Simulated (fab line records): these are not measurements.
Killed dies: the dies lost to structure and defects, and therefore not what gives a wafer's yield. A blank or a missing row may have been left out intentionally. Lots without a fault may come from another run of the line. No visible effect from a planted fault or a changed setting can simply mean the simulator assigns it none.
Chamber matching / flow n5-finfet / N5_BEOL_M10_ETCH_61 on rie-diel-04: 4 sister chambers
The step etches SiARC in CF4, target depth 39 nm, time 65 s. 14 wafers are shown with their chamber, then 7 later ones without.

== EACH WAFER AND ITS CHAMBER ==
wafer=L074.2; chamber=2; showerhead-plenum-p-Torr (Torr)=2.17; oes-product-au (a.u.)=0.72; throttle-valve-pct (%)=15.60
wafer=L074.3; chamber=0; showerhead-plenum-p-Torr (Torr)=2.11; oes-product-au (a.u.)=0.61; throttle-valve-pct (%)=15.84
wafer=L074.4; chamber=2; showerhead-plenum-p-Torr (Torr)=2.17; oes-product-au (a.u.)=0.73; throttle-valve-pct (%)=15.60
wafer=L076.2; chamber=2; showerhead-plenum-p-Torr (Torr)=2.17; oes-product-au (a.u.)=0.72; throttle-valve-pct (%)=15.62
wafer=L076.3; chamber=2; showerhead-plenum-p-Torr (Torr)=2.17; oes-product-au (a.u.)=0.71; throttle-valve-pct (%)=15.59
wafer=L076.5; chamber=3; showerhead-plenum-p-Torr (Torr)=2.17; oes-product-au (a.u.)=0.72; throttle-valve-pct (%)=15.57
wafer=L077.4; chamber=2; showerhead-plenum-p-Torr (Torr)=2.16; oes-product-au (a.u.)=0.72; throttle-valve-pct (%)=15.62
wafer=L077.5; chamber=3; showerhead-plenum-p-Torr (Torr)=2.17; oes-product-au (a.u.)=0.71; throttle-valve-pct (%)=15.59
wafer=L077.6; chamber=2; showerhead-plenum-p-Torr (Torr)=2.16; oes-product-au (a.u.)=0.71; throttle-valve-pct (%)=15.64
wafer=L089.3; chamber=1; showerhead-plenum-p-Torr (Torr)=2.09; oes-product-au (a.u.)=0.71; throttle-valve-pct (%)=15.57
wafer=L089.4; chamber=2; showerhead-plenum-p-Torr (Torr)=2.16; oes-product-au (a.u.)=0.69; throttle-valve-pct (%)=15.68
wafer=L089.5; chamber=2; showerhead-plenum-p-Torr (Torr)=2.16; oes-product-au (a.u.)=0.69; throttle-valve-pct (%)=15.67
wafer=L086.4; chamber=3; showerhead-plenum-p-Torr (Torr)=2.16; oes-product-au (a.u.)=0.69; throttle-valve-pct (%)=15.64
wafer=L086.5; chamber=3; showerhead-plenum-p-Torr (Torr)=2.16; oes-product-au (a.u.)=0.69; throttle-valve-pct (%)=15.66

SIGNATURES, as means of the wafers listed above
reading=showerhead-plenum-p-Torr; chamber 0=2.1100; chamber 1=2.0900; chamber 2=2.1650; chamber 3=2.1650; scatter within a chamber=0.00548
reading=oes-product-au; chamber 0=0.6100; chamber 1=0.7100; chamber 2=0.7112; chamber 3=0.7025; scatter within a chamber=0.0147
reading=throttle-valve-pct; chamber 0=15.8400; chamber 1=15.5700; chamber 2=15.6275; chamber 3=15.6150; scatter within a chamber=0.0361
Rule: for each reading, subtract the chamber's mean from the wafer's reading, divide by that reading's scatter and square the result; add these up over the readings and take the root, which gives the wafer's distance from the chamber. If the next closest chamber is less than 2 further off than the closest, the wafer can't be placed; otherwise it belongs to the closest. The scatter: the root of (the sum of the squares of (reading less its chamber's mean) over the shown wafers, divided by (wafers less chambers)).

== WAFERS MISSING THEIR CHAMBER ==
wafer=L086.6; showerhead-plenum-p-Torr (Torr)=2.10; oes-product-au (a.u.)=0.82; throttle-valve-pct (%)=15.38
wafer=L088.2; showerhead-plenum-p-Torr (Torr)=2.09; oes-product-au (a.u.)=0.71; throttle-valve-pct (%)=15.58
wafer=L088.3; showerhead-plenum-p-Torr (Torr)=2.15; oes-product-au (a.u.)=0.69; throttle-valve-pct (%)=15.67
wafer=L088.5; showerhead-plenum-p-Torr (Torr)=2.15; oes-product-au (a.u.)=0.68; throttle-valve-pct (%)=15.68
wafer=L093.1; showerhead-plenum-p-Torr (Torr)=2.10; oes-product-au (a.u.)=0.80; throttle-valve-pct (%)=15.40
wafer=L093.3; showerhead-plenum-p-Torr (Torr)=2.08; oes-product-au (a.u.)=0.71; throttle-valve-pct (%)=15.57
wafer=L093.6; showerhead-plenum-p-Torr (Torr)=2.09; oes-product-au (a.u.)=0.71; throttle-valve-pct (%)=15.58

== CHAMBER TAKEN BY EACH ==
wafer=L086.6; from the rows above=1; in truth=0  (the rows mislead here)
wafer=L088.2; from the rows above=1; in truth=1
wafer=L088.3; from the rows above=can't be placed: 3 or 2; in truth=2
wafer=L088.5; from the rows above=can't be placed: 3 or 2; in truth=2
wafer=L093.1; from the rows above=1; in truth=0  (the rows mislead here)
wafer=L093.3; from the rows above=1; in truth=1
wafer=L093.6; from the rows above=1; in truth=1
Correct placement for 3 of the 7. Not placeable from these rows: 2 (in 2, the candidates include the true chamber). 2 placed wrongly.
